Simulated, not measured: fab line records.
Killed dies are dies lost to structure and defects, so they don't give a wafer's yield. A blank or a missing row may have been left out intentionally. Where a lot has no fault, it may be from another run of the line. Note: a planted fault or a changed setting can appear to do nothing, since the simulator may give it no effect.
Which tool was responsible? || flow n5-finfet || 24 lots with 72 wafers sampled at 2 steps, on a route of 1938 steps

## WHAT THE GAUGES SHOWED, per wafer
N5_MOL_CONTACT_COAG_CD_MEAS_84 targets a cd of 25.1 nm. Usual: cd-nm reads 25.09 nm (standard deviation 0.25).
{"lot": "L074", "measured": "day 5 01:36", "on": "cd-sem-03", "cd-nm (nm)": "25.41 25.38 25.30", "flag": ""}
{"lot": "L075", "measured": "day 5 11:41", "on": "cd-sem-03", "cd-nm (nm)": "25.58 24.90 25.21", "flag": ""}
{"lot": "L076", "measured": "day 5 20:14", "on": "cd-sem-02", "cd-nm (nm)": "25.03 24.66 25.15", "flag": ""}
{"lot": "L077", "measured": "day 6 00:23", "on": "cd-sem-02", "cd-nm (nm)": "25.54 25.06 25.21", "flag": ""}
{"lot": "L078", "measured": "day 6 03:17", "on": "cd-sem-01", "cd-nm (nm)": "24.99 25.49 25.32", "flag": ""}
{"lot": "L079", "measured": "day 6 09:37", "on": "cd-sem-01", "cd-nm (nm)": "25.18 24.83 25.16", "flag": ""}
{"lot": "L080", "measured": "day 6 15:21", "on": "cd-sem-01", "cd-nm (nm)": "24.88 25.02 24.89", "flag": ""}
{"lot": "L081", "measured": "day 6 23:14", "on": "cd-sem-01", "cd-nm (nm)": "25.16 24.55 24.83", "flag": ""}
{"lot": "L082", "measured": "day 7 04:37", "on": "cd-sem-01", "cd-nm (nm)": "25.57 25.06 25.17", "flag": ""}
{"lot": "L083", "measured": "day 7 12:45", "on": "cd-sem-02", "cd-nm (nm)": "25.27 25.19 25.00", "flag": ""}
{"lot": "L084", "measured": "day 7 15:37", "on": "cd-sem-02", "cd-nm (nm)": "25.21 24.81 25.23", "flag": ""}
{"lot": "L085", "measured": "day 8 00:12", "on": "cd-sem-03", "cd-nm (nm)": "24.82 24.96 25.13", "flag": ""}
{"lot": "L086", "measured": "day 8 05:01", "on": "cd-sem-01", "cd-nm (nm)": "25.61 25.36 24.81", "flag": ""}
{"lot": "L087", "measured": "day 8 12:00", "on": "cd-sem-02", "cd-nm (nm)": "24.88 25.17 25.27", "flag": ""}
{"lot": "L088", "measured": "day 8 17:32", "on": "cd-sem-03", "cd-nm (nm)": "25.22 25.02 25.05", "flag": ""}
{"lot": "L089", "measured": "day 8 21:08", "on": "cd-sem-02", "cd-nm (nm)": "25.56 24.88 25.12", "flag": ""}
{"lot": "L090", "measured": "day 9 02:07", "on": "cd-sem-03", "cd-nm (nm)": "24.60 25.07 25.05", "flag": ""}
{"lot": "L091", "measured": "day 9 08:18", "on": "cd-sem-03", "cd-nm (nm)": "25.40 25.47 25.43", "flag": ""}
{"lot": "L092", "measured": "day 9 14:12", "on": "cd-sem-03", "cd-nm (nm)": "25.00 25.31 25.23", "flag": ""}
{"lot": "L093", "measured": "day 9 20:01", "on": "cd-sem-02", "cd-nm (nm)": "24.83 25.07 25.21", "flag": ""}
{"lot": "L094", "measured": "day 10 03:16", "on": "cd-sem-02", "cd-nm (nm)": "25.21 25.10 25.19", "flag": ""}
{"lot": "L095", "measured": "day 10 07:48", "on": "cd-sem-01", "cd-nm (nm)": "25.05 24.54 24.53", "flag": ""}
{"lot": "L096", "measured": "day 10 14:15", "on": "cd-sem-03", "cd-nm (nm)": "25.21 25.13 25.00", "flag": ""}
{"lot": "L097", "measured": "day 10 19:04", "on": "cd-sem-01", "cd-nm (nm)": "25.19 25.00 25.07", "flag": ""}

## WHAT TOOL EACH LOT RAN ON (gives the tool, then ch and the chambers of the sampled wafers, and finally the start)
{"lot": "L074", "N5_MOL_CONTACT_COAG_PRE_CLEAN_141": "pvd-sputter-03, day 4 19:00"}
{"lot": "L075", "N5_MOL_CONTACT_COAG_PRE_CLEAN_141": "pvd-sputter-02, day 5 04:32"}
{"lot": "L076", "N5_MOL_CONTACT_COAG_PRE_CLEAN_141": "pvd-sputter-02, day 5 12:14"}
{"lot": "L077", "N5_MOL_CONTACT_COAG_PRE_CLEAN_141": "pvd-sputter-03, day 5 17:46"}
{"lot": "L078", "N5_MOL_CONTACT_COAG_PRE_CLEAN_141": "pvd-sputter-03, day 5 20:04"}
{"lot": "L079", "N5_MOL_CONTACT_COAG_PRE_CLEAN_141": "pvd-sputter-03, day 6 02:10"}
{"lot": "L080", "N5_MOL_CONTACT_COAG_PRE_CLEAN_141": "pvd-sputter-03, day 6 08:01"}
{"lot": "L081", "N5_MOL_CONTACT_COAG_PRE_CLEAN_141": "pvd-sputter-03, day 6 17:26"}
{"lot": "L082", "N5_MOL_CONTACT_COAG_PRE_CLEAN_141": "pvd-sputter-02, day 6 22:37"}
{"lot": "L083", "N5_MOL_CONTACT_COAG_PRE_CLEAN_141": "pvd-sputter-01, day 7 06:21"}
{"lot": "L084", "N5_MOL_CONTACT_COAG_PRE_CLEAN_141": "pvd-sputter-02, day 7 08:47"}
{"lot": "L085", "N5_MOL_CONTACT_COAG_PRE_CLEAN_141": "pvd-sputter-02, day 7 17:46"}
{"lot": "L086", "N5_MOL_CONTACT_COAG_PRE_CLEAN_141": "pvd-sputter-01, day 7 19:46"}
{"lot": "L087", "N5_MOL_CONTACT_COAG_PRE_CLEAN_141": "pvd-sputter-01, day 8 02:38"}
{"lot": "L088", "N5_MOL_CONTACT_COAG_PRE_CLEAN_141": "pvd-sputter-01, day 8 07:38"}
{"lot": "L089", "N5_MOL_CONTACT_COAG_PRE_CLEAN_141": "pvd-sputter-03, day 8 13:26"}
{"lot": "L090", "N5_MOL_CONTACT_COAG_PRE_CLEAN_141": "pvd-sputter-02, day 8 18:56"}
{"lot": "L091", "N5_MOL_CONTACT_COAG_PRE_CLEAN_141": "pvd-sputter-03, day 9 00:29"}
{"lot": "L092", "N5_MOL_CONTACT_COAG_PRE_CLEAN_141": "pvd-sputter-01, day 9 06:38"}
{"lot": "L093", "N5_MOL_CONTACT_COAG_PRE_CLEAN_141": "pvd-sputter-02, day 9 12:44"}
{"lot": "L094", "N5_MOL_CONTACT_COAG_PRE_CLEAN_141": "pvd-sputter-03, day 9 21:02"}
{"lot": "L095", "N5_MOL_CONTACT_COAG_PRE_CLEAN_141": "pvd-sputter-03, day 9 22:56"}
{"lot": "L096", "N5_MOL_CONTACT_COAG_PRE_CLEAN_141": "pvd-sputter-01, day 10 07:28"}
{"lot": "L097", "N5_MOL_CONTACT_COAG_PRE_CLEAN_141": "pvd-sputter-03, day 10 11:01"}
- N5_MOL_CONTACT_COAG_PRE_CLEAN_141: time 60 s.

## WHAT THE TOOLS THEMSELVES READ (means of the sampled wafers that have a number; where no wafer has one, the mark that the record gives instead)
N5_MOL_CONTACT_COAG_PRE_CLEAN_141. Usual: heater-power-w reads 472 W (standard deviation 70).
{"lot": "L074", "tool": "pvd-sputter-03", "heater-power-w (W)": 507, "flag": ""}
{"lot": "L075", "tool": "pvd-sputter-02", "heater-power-w (W)": 458, "flag": ""}
{"lot": "L076", "tool": "pvd-sputter-02", "heater-power-w (W)": 552, "flag": ""}
{"lot": "L077", "tool": "pvd-sputter-03", "heater-power-w (W)": 460, "flag": ""}
{"lot": "L078", "tool": "pvd-sputter-03", "heater-power-w (W)": 533, "flag": ""}
{"lot": "L079", "tool": "pvd-sputter-03", "heater-power-w (W)": 490, "flag": ""}
{"lot": "L080", "tool": "pvd-sputter-03", "heater-power-w (W)": 478, "flag": ""}
{"lot": "L081", "tool": "pvd-sputter-03", "heater-power-w (W)": 458, "flag": ""}
{"lot": "L082", "tool": "pvd-sputter-02", "heater-power-w (W)": 459, "flag": ""}
{"lot": "L083", "tool": "pvd-sputter-01", "heater-power-w (W)": 479, "flag": ""}
{"lot": "L084", "tool": "pvd-sputter-02", "heater-power-w (W)": 508, "flag": ""}
{"lot": "L085", "tool": "pvd-sputter-02", "heater-power-w (W)": 543, "flag": ""}
{"lot": "L086", "tool": "pvd-sputter-01", "heater-power-w (W)": 454, "flag": ""}
{"lot": "L087", "tool": "pvd-sputter-01", "heater-power-w (W)": 447, "flag": ""}
{"lot": "L088", "tool": "pvd-sputter-01", "heater-power-w (W)": 444, "flag": ""}
{"lot": "L089", "tool": "pvd-sputter-03", "heater-power-w (W)": 434, "flag": ""}
{"lot": "L090", "tool": "pvd-sputter-02", "heater-power-w (W)": 451, "flag": ""}
{"lot": "L091", "tool": "pvd-sputter-03", "heater-power-w (W)": 518, "flag": ""}
{"lot": "L092", "tool": "pvd-sputter-01", "heater-power-w (W)": 468, "flag": ""}
{"lot": "L093", "tool": "pvd-sputter-02", "heater-power-w (W)": 424, "flag": ""}
{"lot": "L094", "tool": "pvd-sputter-03", "heater-power-w (W)": 454, "flag": ""}
{"lot": "L095", "tool": "pvd-sputter-03", "heater-power-w (W)": 486, "flag": ""}
{"lot": "L096", "tool": "pvd-sputter-01", "heater-power-w (W)": 465, "flag": ""}
{"lot": "L097", "tool": "pvd-sputter-03", "heater-power-w (W)": 485, "flag": ""}

## THE ANSWER, worked out from the rows above alone
Rule: a lot counts as off when the mean over its wafers that have a number is more than 3 standard deviations away from the usual mean. Also off: a lot with no number at a reading for which 4 or more lots have one. Where the step has rows for the other lots, those lots are counted as sound. After the gauges, taken in route order, come the tools' own readings; for these a lot's mean is taken, as printed above. The first step at which some lot is off is used, and at that step the reading that is off furthest; a lot without a number counts as furthest.
Across all readings shown, no lot is off: no conclusion can be drawn from this.

## WHAT HAD BEEN PUT IN BY THE SIMULATOR
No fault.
